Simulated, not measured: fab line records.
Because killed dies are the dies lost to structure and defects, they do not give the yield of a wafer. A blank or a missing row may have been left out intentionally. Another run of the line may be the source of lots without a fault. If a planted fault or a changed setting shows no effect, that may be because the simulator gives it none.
A struck lot beside a sound one	flow n5_finfet	26 out of 1938 route steps
Sound: wafers L872.1, L872.3, L872.4. Wafers L884.1, L884.2, L884.5 were the ones struck. The cause is given at the end.
Order at every step that has rows: each side's tool, ch and its chambers, its first start. Under that, the readings that differ: sound wafers	struck wafers	difference of the means	sigmas: that difference in standard deviations of wafers without a fault.
alike: readings whose means differ by less than 2 such deviations, and words and numbers that are the same on both sides. not compared: withheld readings, readings that some wafer has no value for, bounds like >300 that may hide the same value, and numbers for which the record gives no deviation and whose values overlap.
A row with sigmas, a row that says differs or no value, or rows on one side alone: a step with any of these is where the two part. Non-overlapping numbers with no deviation appear without sigmas and do not part them. A reading that every wafer of one side lacks parts them only if that side has two wafers or more.

N5_STI_FIN_REVEAL_DENSIFY_30:
  sound on rtp_anneal-01 ch 0, day 2 16:37; struck on rtp_anneal-02 ch 0, day 5 17:00
  alike: lamp_power_pct
  not compared: wafer_temp_C_max
N5_STI_FIN_REVEAL_ETCHBACK_08: etches SiO2 in C4F6/O2, target depth 30.5 nm, time 10.167 s.
  sound on rie_diel-03 ch 0,1,2, day 2 16:58; struck on rie_diel-06 ch 0,2, day 5 17:13
  alike: drypump_motor_current_A, mfc_ar_sccm, oes_product_au, rf_vpp_V, showerhead_plenum_p_Torr, throttle_valve_pct
  not compared: rf_hours_counter_h
then, 5 steps without rows for these wafers: N5_STI_FIN_REVEAL_STRIP_24 (strips in N2/H2, time 90 s); N5_STI_FIN_REVEAL_PRECLEAN_25 (cleans in SPM, time 90 s); N5_STI_FIN_REVEAL_PRECLEAN_26 (cleans in SC1, time 45 s); N5_STI_FIN_REVEAL_PRECLEAN_29 (cleans in DHF, time 30 s); N5_STI_FIN_REVEAL_SRD_12 (time 30 s).
N5_STI_FIN_REVEAL_RECESS_09: chemistry HF/NH3, target SiO2, afs cycles 11, target depth 42.5 nm, sublimation time 60 s.
  sound on vapor_etch-02 ch 0,1, day 2 17:13; struck on vapor_etch-02 ch 0,1, day 5 17:34
  alike: drypump_motor_current_A
then, 3 steps without rows for these wafers: N5_STI_FIN_REVEAL_STRIP_16 (strips SiNx in H3PO4, target depth 23.8 nm); N5_STI_FIN_REVEAL_PRECLEAN_17 (cleans in NF3:NH3, afs cycles 1, time 20 s, sublimation time 60 s); N5_STI_FIN_REVEAL_ETCH_34 (etches Si in H2, material Si, target depth 0.97 nm).
N5_STI_FIN_REVEAL_OXIDATION_31: chemistry O2 PLASMA REMOTE, time 20 s.
  sound on plasma_asher-02 ch 0,1, day 2 19:23; struck on plasma_asher-01 ch 0,1, day 5 19:44
  alike: drypump_motor_current_A, heater_power_w
  not compared: rf_hours_counter_h
N5_STI_FIN_REVEAL_PRECLEAN_32: cleans in NF3:NH3, afs cycles 1, time 20 s, sublimation time 60 s.
  sound on remote_plasma-02 ch 1, day 2 19:28; struck on remote_plasma-02 ch 0, day 5 19:50
then, 2 steps without rows for these wafers: N5_STI_FIN_REVEAL_STRIP_35 (strips Si3N4 in H3PO4, target depth 4 nm, time 39 s); N5_STI_FIN_REVEAL_SRD_21 (time 30 s).
N5_STI_FIN_REVEAL_OXIDATION_33: chemistry O2 PLASMA REMOTE, time 20 s.
  sound on plasma_asher-02 ch 0,1, day 2 19:44; struck on plasma_asher-01 ch 0,1, day 5 20:06
  alike: drypump_motor_current_A, heater_power_w
  not compared: rf_hours_counter_h
then, 2 steps without rows for these wafers: N5_STI_FIN_REVEAL_CLEAN_19 (cleans in O3/DIW, time 120 s); N5_STI_FIN_REVEAL_SRD_23 (time 30 s).
N5_STI_FIN_REVEAL_CD_MEAS_22: target cd 6.238 nm, pitch 28 nm.
  struck on cd_sem-01, day 5 20:16; sound on cd_sem-02, day 2 19:54
  alike: cd_nm
N5_STI_FIN_REVEAL_FIN_H_MEAS_10:
  struck on ocd-02, day 5 20:18; sound on ocd-01, day 2 19:56
  alike: trench_depth_nm
then, 2 steps without rows for these wafers: N5_STI_FIN_REVEAL_PRECLEAN_18 (cleans in SC2, time 45 s); N5_STI_FIN_REVEAL_SRD_28 (time 30 s).
N5_STI_FIN_REVEAL_INSPECT_13: inspects for defects (darkfield).
  struck on defect_inspect-01, day 5 20:23; sound on defect_inspect-01, day 2 20:01
reading	sound	struck	difference	sigmas
raw_defect_count	13 20 17	1435 1396 1424	+1402	+99 or more
then, 1 step without rows for these wafers: N5_DUMMY_GATE_PRECLEAN_00 (cleans in O3/DIW, time 60 s).
-- record jumps: 5 days separate the struck wafers' starts on either side; left off in module DUMMY_GATE, taken up again in module BEOL_M4, whose first shown step is the route's number 1111 --
N5_BEOL_M4_RC_MEAS_101:
  sound on prober-01 ch 0, day 8 05:22; struck on prober-01 ch 0, day 11 02:55
reading	sound	struck	difference	sigmas
IOFF_P (nA/um)	0.22 0.23 0.22	0.34 0.35 0.33	+0.12	+3
ION_P (uA/um)	457 467 467	482 481 479	+17	+2
SS_P (mV/dec)	72.9 73.3 72.9	74.1 74.8 74.5	+1.4	+2
VT_P (mV)	-252 -249 -248	-240 -241 -241	+9	+2
  alike: DIBL_N, DIBL_P, IOFF_N, ION_N, SS_N, VT_N
-- record jumps: 4 days separate the struck wafers' starts on either side; left off in module BEOL_M4, taken up again in module PASSIVATION, whose first shown step is the route's number 1936 --
N5_PASSIVATION_PROBE_49:
  rows exist in the record for the struck wafers here (prober-02, day 15 11:45), but not for the sound ones

== WHERE THEY PART ==
At N5_STI_FIN_REVEAL_INSPECT_13 first; at N5_PASSIVATION_PROBE_49 last (within this record only).

WHY: what had been put in by the simulator
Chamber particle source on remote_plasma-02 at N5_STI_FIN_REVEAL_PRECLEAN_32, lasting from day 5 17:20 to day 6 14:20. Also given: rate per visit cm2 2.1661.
